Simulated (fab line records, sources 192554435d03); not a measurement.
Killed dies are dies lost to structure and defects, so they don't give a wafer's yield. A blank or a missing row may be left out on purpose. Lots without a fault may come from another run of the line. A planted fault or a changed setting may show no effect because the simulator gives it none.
fab line records | flow n5_finfet
record lots=3 wafers=9 last_day=17
route steps=1938 shown FIN_SAQP@135 FIN_CUT@154 STI_FIN_REVEAL@196 PASSIVATION@1936
lots that met no fault: from a run of the same line without faults
start_h: hours from the record's first day to the start of the lot's first wafer shown | wait_h: hours since the lot's step before | " the same as in the row above | L1.1+2: a row that stands for several wafers | - no value, or no start given | * or withheld: withheld | < > ~ a bound
route shown NAME@n: a module of which the file shows steps, and the number in the route of the first | usual: mean/standard deviation of fault-free wafers | same: alike in all rows | chamber/n: place in a boat | sites: the reading at each site | _std_site: their standard deviation | _edge_site: outer sites' mean less inner sites' | radius_mm: how far each site lies from the wafer's centre | mask NAME#n: copy n | behind: the tool/chamber that last shaped the wafer | hold: why the lot was held/for how many hours/how that ended | device: the transistor (n, p or np) that didn't switch | end of line: the same wafers' tests at the end of the route | a step without rows: its recipe alone | killed: dies lost to structure and defects at the first sort, not the wafer's yield | map: a wafer's dies, x killed, . not, _ none there
set.NAME: the setting as run; set.NAME@STEP: as run at that earlier step | model.NAME: the simulator's own value behind a step, which no gauge read
lots at some steps of the route; a table a step, a row a wafer
services: from which hour (start_h, from the record's first day; less than 0 if before it) a tool's chamber was out of use, for how many hours, and why
## steps
# step N5_FIN_SAQP_ETCH_67
# recipe chemistry=CH3F/O2 target=SiNx target_depth_a=300 mask_material=SOC pressure_mtorr=30 source_w=395 bias_w=73 Ar_flow_sccm=150 CH3F_flow_sccm=30 O2_flow_sccm=20 ion_energy_ev=120
# step N5_FIN_SAQP_STRIP_70
# recipe chemistry=N2/H2 power_w=500 temp_c=40 pressure_mtorr=50 rf_frequency_hz=6e+07 overash_fraction=0.3 bias_power_w=28 h2_frac=0.5 n2_flow_sccm=300 h2_flow_sccm=300
# step N5_FIN_SAQP_RECESS_71
# recipe chemistry=HF/NH3 target=SiO2 target_depth_a=30 afs_cycles=1 temp_c=30 sublimation_temp_c=180 sublimation_time_s=60
# step N5_FIN_SAQP_SPACER2_ALD_28
# recipe material=SiO2 target_thk_a=81 temp_c=300 ald_precursor_family=BDEAS ald_co_reactant=O2-plasma pulse_time_s=1 purge_time_s=2 co_reactant_purge_time_s=2 pressure_torr=2
# step N5_FIN_SAQP_SPACER2_ETCHBACK_29
# recipe chemistry=CHF3/O2 mode=anisotropic_etchback target=SiO2 target_depth_a=122 time_s=6.1 pressure_mtorr=30 source_w=650 bias_w=170 Ar_flow_sccm=200 CHF3_flow_sccm=50 O2_flow_sccm=5 ion_energy_ev=200
# step N5_FIN_SAQP_MANDREL2_REMOVE_60
# recipe chemistry=HBr/Cl2/O2 bt_time_s=10 target=a-Si stop_on=SiNx endpoint=OES-SiCl over_etch_frac=1 icp_w=600 bias_w=22 HBr_flow_sccm=150 Cl2_flow_sccm=80 O2_flow_sccm=5 pressure_mtorr=10
# step N5_FIN_SAQP_HM_OPEN_33
# recipe chemistry=CH3F/O2 target=SiNx mask_material=SiO2 target_depth_a=494 time_s=70.6 pressure_mtorr=30 source_w=395 bias_w=73 Ar_flow_sccm=150 CH3F_flow_sccm=30 O2_flow_sccm=20 ion_energy_ev=120 ends=cleared
# step N5_FIN_SAQP_ETCH_34
# recipe chemistry=C4F6/O2 target=SiO2 target_depth_a=450 time_s=15 ion_energy_ev=250 pressure_mtorr=30 source_w=345 bias_w=185 Ar_flow_sccm=300 C4F6_flow_sccm=10 O2_flow_sccm=10 ends=cleared
# step N5_FIN_SAQP_STRIP_77
# recipe chemistry=N2/H2 time_s=90 power_w=100 temp_c=40 pressure_mtorr=100 rf_frequency_hz=6e+07 bias_power_w=3 n2_flow_sccm=300 h2_flow_sccm=300
# step N5_FIN_SAQP_ETCH_64
# recipe chemistry=CF4 target=SiO2 target_depth_a=15 ion_energy_ev=350 pressure_mtorr=10 icp_w=800 bias_w=400 cf4_flow_sccm=80
# step N5_FIN_SAQP_FIN_ETCH_36
# recipe chemistry=HBr/Cl2/O2 target_depth_a=1200 mask_material=SiNx time_s=50.4 bias_w=102 pressure_mtorr=10 icp_w=800 HBr_flow_sccm=150 Cl2_flow_sccm=80 O2_flow_sccm=12
# usual drypump_motor_current_A=5.9/0.34 he_backside_leak_sccm=2.83/0.29 oes_o_777_au=1.00/0.064 oes_product_au=1.005/0.017 throttle_valve_pct=36.3/0.5
# columns lot.wafer tool chamber start_h wait_h drypump_motor_current_A he_backside_leak_sccm oes_o_777_au oes_product_au rf_hours_counter_h throttle_valve_pct model.etch.depth_nm model.FIN_SAQP.feature_depth_nm model.SiNx_of_FIN_SAQP_HM_DEP_03.thk_nm
L335.3 rie_si-04 2 49.97 0.0 5.2 2.52 0.97 0.977 1 36.3 115.3 115.4 21.6
L335.4 " 1 " " 5.9 3.06 0.98 1.004 178 35.7 119 119 21.4
L335.5 " 1 " " 5.9 3.11 0.98 1.004 - 35.7 119.2 119.2 21.6
L339.3 rie_si-04 3 75.70 0.0 5.8 2.46 0.89 0.999 14 36.1 119.6 119.6 20.8
L339.4 " 0 " " 6.3 2.40 1.06 1.271 109 36.6 162.3 162.4 16.6
L339.5 " 1 " " 5.9 2.85 0.98 0.996 - 35.7 118.2 118.2 21.6
L353.1 rie_si-03 0 158.87 0.0 6.2 2.44 1.00 0.995 89 36.8 116.6 116.6 21.6
L353.2 " 1 " " 5.8 2.88 0.92 0.998 95 35.6 116.2 116.2 21.4
L353.4 " 3 " " 5.8 2.82 0.98 0.973 118 36.4 117.4 117.4 21.8
# step N5_FIN_SAQP_PRECLEAN_38
# recipe chemistry=O3/DIW time_s=45 temp_c=22 o3_ppm=10
# step N5_FIN_SAQP_PRECLEAN_45
# recipe chemistry=dHF time_s=10 dilution=500:1 temp_c=25
# step N5_FIN_SAQP_SRD_39
# recipe dry=ipa_marangoni time_s=30 temp_c=23 rinse_liquid=diw
# step N5_FIN_SAQP_OCD_MEAS_76
# usual trench_depth_nm=119.2/2.5
# columns lot.wafer tool chamber start_h wait_h trench_depth_nm
L335.3 ocd-02 - 50.23 0.0 114.7
L335.4 " - " " 119.3
L335.5 " - " " 119.2
L339.3 ocd-01 - 75.93 0.0 119.7
L339.4 " - " " 162.5
L339.5 " - " " 118.1
L353.1 ocd-01 - 159.09 0.0 116.6
L353.2 " - " " 116.3
L353.4 " - " " 117.5
# step N5_FIN_CUT_COAT_18
# recipe resist=SOC temp_c=250 time_s=60 spin_rpm=1500 resist_thk_nm=230
# step N5_FIN_CUT_COAT_19
# recipe resist=SiARC temp_c=220 time_s=60 spin_rpm=1500 resist_thk_nm=20
# step N5_FIN_CUT_COAT_29
# recipe resist=underlayer temp_c=205 time_s=60 spin_rpm=1500 resist_thk_nm=10
# step N5_FIN_CUT_COAT_02
# recipe resist=CAR-EUV spin_rpm=1500 resist_thk_nm=30
# step N5_FIN_CUT_EBR_04
# recipe solvent=PGMEA ebr_width_mm=1.5
# step N5_FIN_CUT_SOFTBAKE_03
# recipe temp_c=110 time_s=60 resist=CAR-EUV
# step N5_FIN_CUT_EXPOSE_05
# recipe mask_id=FIN_CUT na=0.33 source_shape=annular sigma_inner=0.35 sigma_outer=0.8 polarization=unpolarized dose_mj=45.75
# step N5_FIN_CUT_PEB_06
# recipe peb_temp_c=100 peb_time_s=60 resist=CAR-EUV
# step N5_FIN_CUT_DEVELOP_07
# recipe develop_time_s=30 developer=TMAH resist=CAR-EUV rinse_liquid=surfactant_rinse dry=air_spin dev_temp_c=23
# step N5_FIN_CUT_DESCUM_13
# recipe chemistry=O2 time_s=7 source_power_w=50 bias_power_w=20 pressure_mtorr=20 rf_frequency_hz=2.712e+07 temp_c=40 resist=CAR-EUV o2_flow_sccm=225
# step N5_FIN_CUT_ETCH_30
# recipe chemistry=N2/H2 target=underlayer target_depth_a=130 mask_material=CAR-EUV time_s=10.4 ion_energy_ev=200 pressure_mtorr=30 source_w=840 bias_w=150 n2_flow_sccm=200 h2_flow_sccm=200 ends=cleared
# step N5_FIN_CUT_ETCH_20
# recipe chemistry=CF4 target=SiARC target_depth_a=260 mask_material=CAR-EUV time_s=43.3 ion_energy_ev=80 pressure_mtorr=40 source_w=545 bias_w=36 Ar_flow_sccm=100 cf4_flow_sccm=100 ends=cleared
# step N5_FIN_CUT_ETCH_21
# recipe chemistry=N2/H2 target=SOC target_depth_a=2190 overetch_a=438 mask_material=SiARC temp_c=40 ion_energy_ev=100 bias_w=61 time_s=523.5 pressure_mtorr=30 source_w=850 n2_flow_sccm=200 h2_flow_sccm=200
# step N5_FIN_CUT_STRIP_23
# recipe chemistry=N2/H2 temp_c=40 n2_flow_sccm=200 h2_flow_sccm=200 rf_frequency_hz=6e+07
# step N5_FIN_CUT_STRIP_31
# recipe chemistry=N2/H2 temp_c=40 n2_flow_sccm=200 h2_flow_sccm=200 rf_frequency_hz=6e+07
# step N5_FIN_CUT_STRIP_24
# recipe chemistry=CF4 resist=SiARC power_w=300 bias_power_w=75 pressure_mtorr=50 cf4_flow_sccm=150 rf_frequency_hz=6e+07
# step N5_FIN_CUT_CUT_ETCH_26
# recipe chemistry=CH3F/O2 target=SiNx target_depth_a=390 mask_material=SOC time_s=55.7 pressure_mtorr=30 source_w=395 bias_w=73 Ar_flow_sccm=150 CH3F_flow_sccm=30 O2_flow_sccm=20 ion_energy_ev=120
# step N5_FIN_CUT_CUT_ETCH_27
# recipe chemistry=CHF3/O2 target=SiO2 target_depth_a=40 mask_material=SOC overetch_a=20 time_s=4.9 pressure_mtorr=30 source_w=650 bias_w=170 Ar_flow_sccm=200 CHF3_flow_sccm=50 O2_flow_sccm=5 ion_energy_ev=200
# step N5_FIN_CUT_PRECLEAN_35
# recipe time_s=13.3 temp_c=45 pressure_torr=125 p_hf_torr=3 p_coreactant_torr=25 chemistry=vHF
# step N5_FIN_CUT_CUT_ETCH_15
# recipe chemistry=HBr/Cl2/O2 target=Si target_depth_a=1000 bt_time_s=10 mask_material=SOC time_s=42.4 ion_energy_ev=* bias_w=* pressure_mtorr=10 icp_w=800 HBr_flow_sccm=150 Cl2_flow_sccm=80 O2_flow_sccm=12
# step N5_STI_FIN_REVEAL_RECESS_09
# recipe chemistry=HF/NH3 target=SiO2 afs_cycles=11 target_depth_a=425 temp_c=30 sublimation_temp_c=180 sublimation_time_s=60
# usual drypump_motor_current_A=5.5/0.35
# columns lot.wafer tool chamber start_h wait_h drypump_motor_current_A model.SiNx_of_FIN_SAQP_HM_DEP_03.thk_nm
L335.3 vapor_etch-01 1 58.51 0.6 5.0 18.8
L335.4 " 0 " " 5.8 18.4
L335.5 " 0 " " 5.8 18.6
L339.3 vapor_etch-02 1 85.13 0.6 5.5 17.8
L339.4 " 0 " " 5.8 13.8
L339.5 " 1 " " 5.5 18.8
L353.1 vapor_etch-02 0 166.56 0.0 5.7 18.6
L353.2 " 1 " " 5.5 18.4
L353.4 " 0 " " 5.8 18.8
# step N5_PASSIVATION_PROBE_49
# usual killed_at_M0_to_M3=35/11 killed_at_M4_up=13/5.7 killed_at_contacts=12/5.7 killed_at_front_end=40/11 killed_at_other=4/4.4 killed_dies=105/18 killed_on_rim=14/3.9 killed_open=68/14 killed_short=34/7.4
# same gross_dies=1180 killed_at_back_side=0
# columns lot.wafer tool chamber start_h wait_h killed_at_M0_to_M3 killed_at_M4_up killed_at_contacts killed_at_front_end killed_at_other killed_dies killed_on_rim killed_open killed_short
L335.3 prober-01 - 282.24 0.1 31 14 15 42 0 102 8 70 31
L335.4 prober-01 - 282.29 0.2 34 15 18 38 9 114 14 77 29
L335.5 prober-01 - 282.34 0.2 25 15 14 56 3 113 19 71 36
L339.3 prober-02 - 312.76 0.1 23 14 18 34 82 171 15 64 26
L339.4 prober-02 - 312.81 0.2 43 9 19 30 0 101 12 62 36
L339.5 prober-02 - 312.86 0.2 38 13 19 38 63 171 23 71 40
L353.1 prober-01 - 401.50 0.0 21 10 14 42 4 91 7 60 29
L353.2 prober-01 - 401.55 0.1 39 12 7 22 4 84 9 52 30
L353.4 prober-01 - 401.65 0.2 36 16 7 20 1 80 11 46 32
# killed by level:class
L335.3 STI_FIN_REVEAL:geometric_particle:open=15 MOL_CONTACT_COAG:geometric_particle:open=13 DUMMY_GATE:geometric_particle:open=7 BEOL_M0_SAQP:geometric_particle:open=6 BEOL_M1:geometric_particle:open=6 STARTING-WAFER:geometric_particle:short=6 BEOL_M0_SAQP:geometric_particle:short=5 BEOL_M2:geometric_particle:open=5
L335.4 MOL_CONTACT_COAG:geometric_particle:open=15 BEOL_M0_SAQP:geometric_particle:open=10 MIM_TOP_ETCH:area_etch=8 FIN_SAQP:geometric_particle:open=7 STI_FIN_REVEAL:geometric_particle:open=7 BEOL_M4:geometric_particle:open=7 FIN_SAQP:geometric_particle:short=6 BEOL_M3:geometric_particle:open=6
L335.5 STI_FIN_REVEAL:geometric_particle:open=15 MOL_CONTACT_COAG:geometric_particle:open=10 FIN_SAQP:geometric_particle:open=9 FIN_SAQP:geometric_particle:short=7 STI_FIN_REVEAL:geometric_particle:short=6 DUMMY_GATE:geometric_particle:open=6 BEOL_M3:geometric_particle:open=6 BEOL_M1:geometric_particle:open=5
L339.3 PASSIVATION:area_etch=80 MOL_CONTACT_COAG:geometric_particle:open=15 FIN_SAQP:geometric_particle:open=7 STI_FIN_REVEAL:geometric_particle:open=6 BEOL_M1:geometric_particle:open=6 BEOL_M2:geometric_particle:open=5 GATE_CUT:geometric_particle:short=4 BEOL_M4:geometric_particle:open=4
L339.4 MOL_CONTACT_COAG:geometric_particle:open=14 BEOL_M1:geometric_particle:open=9 DUMMY_GATE:geometric_particle:open=8 BEOL_M1:geometric_particle:short=8 BEOL_M3:geometric_particle:open=7 BEOL_M2:geometric_particle:open=6 MOL_CONTACT_COAG:geometric_particle:short=5 BEOL_M0:geometric_particle:open=4
L339.5 PASSIVATION:area_etch=58 MOL_CONTACT_COAG:geometric_particle:open=17 DUMMY_GATE:geometric_particle:open=9 FIN_SAQP:geometric_particle:short=8 BEOL_M0_SAQP:geometric_particle:open=8 BEOL_M1:geometric_particle:short=6 GATE_CUT:geometric_particle:short=5 BEOL_M1:geometric_particle:open=5
L353.1 DUMMY_GATE:geometric_particle:open=11 MOL_CONTACT_COAG:geometric_particle:open=11 FIN_SAQP:geometric_particle:short=5 GATE_CUT:geometric_particle:short=5 STI_FIN_REVEAL:geometric_particle:open=4 DUMMY_GATE:geometric_particle:short=4 GATE_CUT:geometric_particle:open=4 BEOL_M0_SAQP:geometric_particle:open=4
L353.2 STI_FIN_REVEAL:geometric_particle:open=9 BEOL_M0_SAQP:geometric_particle:short=6 BEOL_M1:geometric_particle:open=6 BEOL_M2:geometric_particle:open=6 BEOL_M3:geometric_particle:open=6 MOL_CONTACT_COAG:geometric_particle:open=4 BEOL_M0:geometric_particle:short=4 BEOL_M0:geometric_particle:open=3
L353.4 BEOL_M2:geometric_particle:open=14 GATE_CUT:geometric_particle:short=6 MOL_CONTACT_COAG:geometric_particle:open=6 BEOL_M0:geometric_particle:short=6 BEOL_M4:geometric_particle:short=5 STI_FIN_REVEAL:geometric_particle:open=4 BEOL_M0_SAQP:geometric_particle:short=3 BEOL_M0_SAQP:geometric_particle:open=3
## services
# columns tool chamber start_h hours kind
rie_si-03 0 66.87 4.5 repair
vapor_etch-01 0 84.92 7.1 repair
vapor_etch-01 1 103.77 2.8 repair
rie_si-03 2 112.81 2.1 repair
## key
first_sign step=N5_FIN_SAQP_FIN_ETCH_36 reading=oes_product_au direction=up sigmas=16 usual=1.005 struck=1.271
effect step=N5_FIN_SAQP_OCD_MEAS_76 reading=trench_depth_nm direction=up sigmas=17 usual=119.2 struck=162.5
model_effect step=N5_FIN_SAQP_FIN_ETCH_36 value=etch.depth_nm without=117.9 struck=162.3
model_effect step=N5_STI_FIN_REVEAL_RECESS_09 value=SiNx_of_FIN_SAQP_HM_DEP_03.thk_nm without=18 struck=13.8
met_at N5_FIN_SAQP_FIN_ETCH_36
struck_wafers L339.4
tester_left_out L339
baseline_loss step=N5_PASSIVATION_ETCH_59 wafers=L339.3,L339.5
fault kind=process_parameter_drift tool=rie_si-04 chamber=0 onset_h=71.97 steps=N5_FIN_SAQP_FIN_ETCH_36 channel=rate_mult offset=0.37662 shape=step end_h=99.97
# tester_left_out: of these lots the tester's yield and bins aren't shown, on N5 and GAA mostly nor the transistor test; their killed dies are dies lost to structure and defects alone, not to doping, threshold or leakage, so they don't give the yield
# baseline_loss: these wafers lose ten dies or more at that step, a loss of the line's own and not of a fault; the sort's usual values leave them out
